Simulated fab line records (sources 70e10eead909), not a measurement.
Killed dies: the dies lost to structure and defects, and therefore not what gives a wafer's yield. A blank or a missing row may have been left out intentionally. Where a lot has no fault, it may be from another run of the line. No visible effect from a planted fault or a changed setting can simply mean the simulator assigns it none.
Matching of chambers | flow nand-harc | NHARC_A_CHANNEL_FILL_D1_ALD_14 on ald-hk-03 has 4 sister chambers
The step deposits SiO2, target thk 2.5 nm, pulse time 10 s, ald cycles 25. 4 wafers are shown with their chamber, then 10 later ones without.

## EACH WAFER AND ITS CHAMBER
wafer  | chamber | heater-power-w (W)
L084.2 | 3       | 514
L084.6 | 0       | 480
L085.6 | 1       | 505
L086.5 | 2       | 409

## WAFERS WITHOUT THEIR CHAMBER
wafer  | heater-power-w (W)
L086.6 | 503
L091.1 | 401
L091.2 | 517
L091.3 | 482
L092.2 | 514
L092.4 | 488
L092.6 | 490
L095.2 | 481
L095.3 | 453
L095.6 | 489

## WHICH CHAMBER EACH ONE RAN IN
wafer  | from the rows above          | in truth
L086.6 | can't be placed: 1 or 3      | 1
L091.1 | 2                            | 2
L091.2 | can't be placed: 3 or 1      | 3
L091.3 | 0                            | 0
L092.2 | can't be placed: 3 or 1      | 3
L092.4 | can't be placed: 0 or 1 or 3 | 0
L092.6 | can't be placed: 0 or 1 or 3 | 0
L095.2 | 0                            | 0
L095.3 | can't be placed: 0 or 2      | 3
L095.6 | can't be placed: 0 or 1 or 3 | 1
Placed correctly: 3 of 10. Can't be placed from these rows: 7 (the true chamber is among the candidates in 6). Wrongly placed: 0.
How it was worked out, from the rows above alone: a wafer's distance from a chamber is the root of the sum, over the readings, of the square of ((its reading less the chamber's mean) divided by the reading's scatter). The wafer belongs to the nearest chamber; if the next one is less than 2 further off, it can't be placed. The mean given for a chamber averages the wafers shown for that chamber. The scatter: with one shown wafer a chamber, the root of the mean of the squares of how far each hidden wafer lies from its nearest shown one.
